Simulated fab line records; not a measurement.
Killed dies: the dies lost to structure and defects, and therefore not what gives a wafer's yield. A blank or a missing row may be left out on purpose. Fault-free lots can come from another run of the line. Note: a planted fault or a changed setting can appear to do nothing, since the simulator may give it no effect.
Matching of chambers | flow nand_harc | ald_metal-04 running NHARC_A_BLC_ALD_23: 4 sister chambers
The step deposits TiN, target thk 3 nm, pulse time 1 s, ald cycles 150. 18 wafers are shown with their chamber, then 9 later ones without.

WAFERS PAIRED WITH THEIR CHAMBERS
wafer  | chamber | heater_power_w (W) | precursor_pulse_height_rel
L075.1 | 0       | 964                | 1.000
L075.3 | 1       | 1183               | 1.018
L075.4 | 3       | 1013               | 1.062
L077.3 | 0       | 916                | 1.029
L077.5 | 3       | 1015               | 0.998
L077.6 | 2       | 1274               | 0.986
L081.3 | 0       | 941                | 0.994
L081.4 | 1       | 1165               | 0.988
L081.5 | 3       | 1045               | 0.990
L083.1 | 2       | 1282               | 1.014
L083.2 | 1       | 1179               | 1.021
L083.3 | 0       | 925                | 1.037
L088.1 | 0       | 917                | 0.993
L088.2 | 2       | 1239               | 0.971
L088.3 | 3       | 947                | 1.015
L088.4 | 1       | 1175               | 0.993
L088.5 | 3       | 927                | 0.955
L088.6 | 0       | 921                | 0.989

SIGNATURES, as means of the wafers listed above
reading                    | chamber 0 | chamber 1 | chamber 2 | chamber 3 | scatter within a chamber
heater_power_w             | 930.67    | 1175.50   | 1265.00   | 989.40    | 30.4
precursor_pulse_height_rel | 1.00700   | 1.00500   | 0.99033   | 1.00400   | 0.0268
Rule: a wafer lies at a distance from a chamber equal to the root of the sum of squares, over the readings, of (its reading less the chamber's mean, divided by the reading's scatter). If the next closest chamber is less than 2 further off than the closest, the wafer can't be placed; otherwise it belongs to the closest. The scatter: the root of (the sum of the squares of (reading less its chamber's mean) over the shown wafers, divided by (wafers less chambers)).

WAFERS WHOSE CHAMBER IS MISSING
wafer  | heater_power_w (W) | precursor_pulse_height_rel
L094.4 | 1247               | 1.016
L094.5 | 953                | 0.988
L094.6 | 915                | 1.012
L096.1 | 1233               | 0.971
L096.4 | 916                | 1.010
L096.5 | 1210               | 0.980
L097.1 | 1198               | 1.008
L097.3 | 1234               | 0.982
L097.5 | 1220               | 0.986

THE CHAMBER EACH PASSED THROUGH
wafer  | from the rows above     | in truth
L094.4 | can't be placed: 2 or 1 | 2
L094.5 | can't be placed: 0 or 3 | 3
L094.6 | can't be placed: 0 or 3 | 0
L096.1 | can't be placed: 2 or 1 | 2
L096.4 | can't be placed: 0 or 3 | 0
L096.5 | can't be placed: 1 or 2 | 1
L097.1 | can't be placed: 1 or 2 | 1
L097.3 | can't be placed: 2 or 1 | 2
L097.5 | can't be placed: 2 or 1 | 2
Correct placement for 0 of the 9. From these rows, 9 cannot be placed; in 9 the true chamber is one of the candidates. Wrongly placed: 0.
